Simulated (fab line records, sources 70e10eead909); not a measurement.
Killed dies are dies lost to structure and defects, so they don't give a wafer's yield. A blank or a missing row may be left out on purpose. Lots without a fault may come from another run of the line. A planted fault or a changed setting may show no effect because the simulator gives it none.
Chamber matching | flow nand_harc | NHARC_P_M2_DESCUM_14 on rie_diel-05: 4 sister chambers
The step chemistry O2, time 3 s. 8 wafers are shown with their chamber, then 8 later ones without.

WAFERS WITH THEIR CHAMBER
wafer  | chamber | drypump_motor_current_A (A) | throttle_valve_pct (%)
L078.6 | 2       | 5.5                         | 11.314
L081.6 | 1       | 6.0                         | 11.307
L087.5 | 3       | 6.4                         | 11.318
L087.6 | 0       | 6.1                         | 11.307
L089.2 | 0       | 6.1                         | 11.319
L089.4 | 2       | 5.5                         | 11.315
L089.6 | 1       | 5.9                         | 11.306
L088.1 | 3       | 6.5                         | 11.309

WAFERS WITHOUT THEIR CHAMBER
wafer  | drypump_motor_current_A (A) | throttle_valve_pct (%)
L088.5 | 5.9                         | 11.315
L088.6 | 6.1                         | 11.307
L091.1 | 5.5                         | 11.300
L091.2 | 6.0                         | 11.310
L091.3 | 6.4                         | 11.304
L092.1 | 6.1                         | 11.313
L092.3 | 5.5                         | 11.309
L092.4 | 6.5                         | 11.310

WHICH CHAMBER EACH WENT THROUGH
wafer  | from the rows above     | in truth
L088.5 | 1                       | 1
L088.6 | can't be placed: 0 or 1 | 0
L091.1 | 2                       | 2
L091.2 | can't be placed: 1 or 0 | 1
L091.3 | 3                       | 3
L092.1 | 0                       | 0
L092.3 | 2                       | 2
L092.4 | 3                       | 3
Placed correctly: 6 of 8. Can't be placed from these rows: 2 (the true chamber is among the candidates in 2). Placed wrongly: 0.
How it was worked out, from the rows above alone: a wafer's distance from a chamber is the root of the sum, over the readings, of the square of ((its reading less the chamber's mean) divided by the reading's scatter). The wafer belongs to the nearest chamber; if the next one is less than 2 further off, it can't be placed. A chamber's mean is the mean of its shown wafers. The scatter: the root of (the sum of the squares of (reading less its chamber's mean) over the shown wafers, divided by (wafers less chambers)).
